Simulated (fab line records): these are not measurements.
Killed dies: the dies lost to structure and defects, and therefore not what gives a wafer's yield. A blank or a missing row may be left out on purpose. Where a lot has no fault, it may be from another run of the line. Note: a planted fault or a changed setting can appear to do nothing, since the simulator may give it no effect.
Which tool was responsible? | flow nand-harc | Sampling: 12 lots, 36 wafers, 4 of 1302 route steps

WHAT EACH GAUGE READ, for each wafer
NHARC_A_ONON_D2_THK_MEAS_08: measures by ellipsometry.
lot  | measured     | on            | thk-nm (nm)
L075 | day 12 20:10 | film-metro-02 | 1015 1016 1015
L078 | day 13 13:55 | film-metro-01 | 1000 1002 1000
L079 | day 14 17:40 | film-metro-02 | 995 993 993
L081 | day 15 03:32 | film-metro-01 | 998 1000 999
L083 | day 16 14:17 | film-metro-01 | 1006 1005 1005
L085 | day 16 22:36 | film-metro-01 | 983 982 983
L087 | day 18 09:49 | film-metro-02 | 1006 1004 1005
L089 | day 18 09:28 | film-metro-02 | 1008 1009 1009
L091 | day 19 04:46 | film-metro-02 | 982 983 982
L093 | day 20 08:20 | film-metro-02 | 989 989 990
L095 | day 20 20:57 | film-metro-01 | 995 993 994
L097 | day 22 04:38 | film-metro-01 | 1007 1005 1006

EACH LOT AND THE TOOL THAT RAN IT (in order: tool; ch and the chambers of the sampled wafers; start)
lot  | NHARC_A_CHANNEL_FILL_D1_ALD_15                 | NHARC_A_CHANNEL_FILL_D1_ETCHBACK_20 | NHARC_A_CHANNEL_FILL_D1_ETCHBACK_08
L075 | ald-sin-batch-01 ch 0, day 9 17:34             | rie-diel-01 ch 0,1,3, day 10 07:37  | rie-diel-01 ch 1,2,3, day 12 20:10 or earlier
L078 | ald-sin-batch-02 ch 0, day 11 04:33 or earlier | rie-diel-01 ch 0,1,3, day 11 04:33  | rie-diel-01 ch 0,2,3, day 13 13:55 or earlier
L079 | ald-sin-batch-03 ch 0, day 12 00:27 or earlier | rie-diel-01 ch 0,2,3, day 12 00:27  | rie-diel-09 ch 0,2,3, day 14 17:40 or earlier
L081 | ald-sin-batch-02 ch 0, day 12 13:17 or earlier | rie-diel-09 ch 0,2,3, day 12 13:17  | rie-diel-01 ch 0,1,2, day 15 03:32 or earlier
L083 | ald-sin-batch-02 ch 0, day 13 21:59 or earlier | rie-diel-09 ch 1,2, day 13 21:59    | rie-diel-03 ch 2,3, day 16 14:17 or earlier
L085 | ald-sin-batch-01 ch 0, day 14 12:55 or earlier | rie-diel-01 ch 0,2,3, day 14 12:55  | rie-diel-01 ch 0,2,3, day 16 22:36 or earlier
L087 | ald-sin-batch-01 ch 0, day 15 19:55 or earlier | rie-diel-01 ch 0,2,3, day 15 19:55  | rie-diel-03 ch 1,2,3, day 18 09:49 or earlier
L089 | ald-sin-batch-02 ch 0, day 15 19:53 or earlier | rie-diel-09 ch 0,1,2, day 15 19:53  | rie-diel-01 ch 0,2, day 18 09:28 or earlier
L091 | ald-sin-batch-02 ch 0, day 16 12:49 or earlier | rie-diel-09 ch 0,1,3, day 16 12:49  | rie-diel-01 ch 0,2,3, day 19 04:46 or earlier
L093 | ald-sin-batch-02 ch 0, day 17 14:44 or earlier | rie-diel-01 ch 0,3, day 17 14:44    | rie-diel-09 ch 1,3, day 20 08:20 or earlier
L095 | ald-sin-batch-02 ch 0, day 18 14:16 or earlier | rie-diel-09 ch 1,2,3, day 18 14:16  | rie-diel-01 ch 0,2, day 20 20:57 or earlier
L097 | ald-sin-batch-02 ch 0, day 19 15:11 or earlier | rie-diel-01 ch 1,2, day 19 15:11    | rie-diel-09 ch 0,1,3, day 22 04:38 or earlier
- NHARC_A_CHANNEL_FILL_D1_ALD_15: deposits SiNx, target thk 2 nm, pulse time 60 s, ald cycles 19.
- NHARC_A_CHANNEL_FILL_D1_ETCHBACK_20: etches the open film in C4F8/O2/Ar, target depth 27 nm, time 13.5 s.
- NHARC_A_CHANNEL_FILL_D1_ETCHBACK_08: etches the open film in C4F8, target depth 220 nm, time 110 s.

THE ANSWER, worked out from the rows above alone
Rule: the lots themselves supply what counts as usual. Put in order of their means at a reading, lots are off if they are a third of the lots or fewer, leave a main group of 4 or more, and stand apart from it by a gap of 3 or more times the standard deviation of the main group's means; of several such gaps the widest counts. The tables above print the reading to a certain number of digits; a main group whose means all agree to those digits is not used. A lot without any number at a reading at which 4 lots or more have one is off too. Where the step has rows for the other lots, those lots are counted as sound.
No lot is off at any reading shown: from this, nothing can be told.

WHAT THE SIMULATOR HAD PUT IN
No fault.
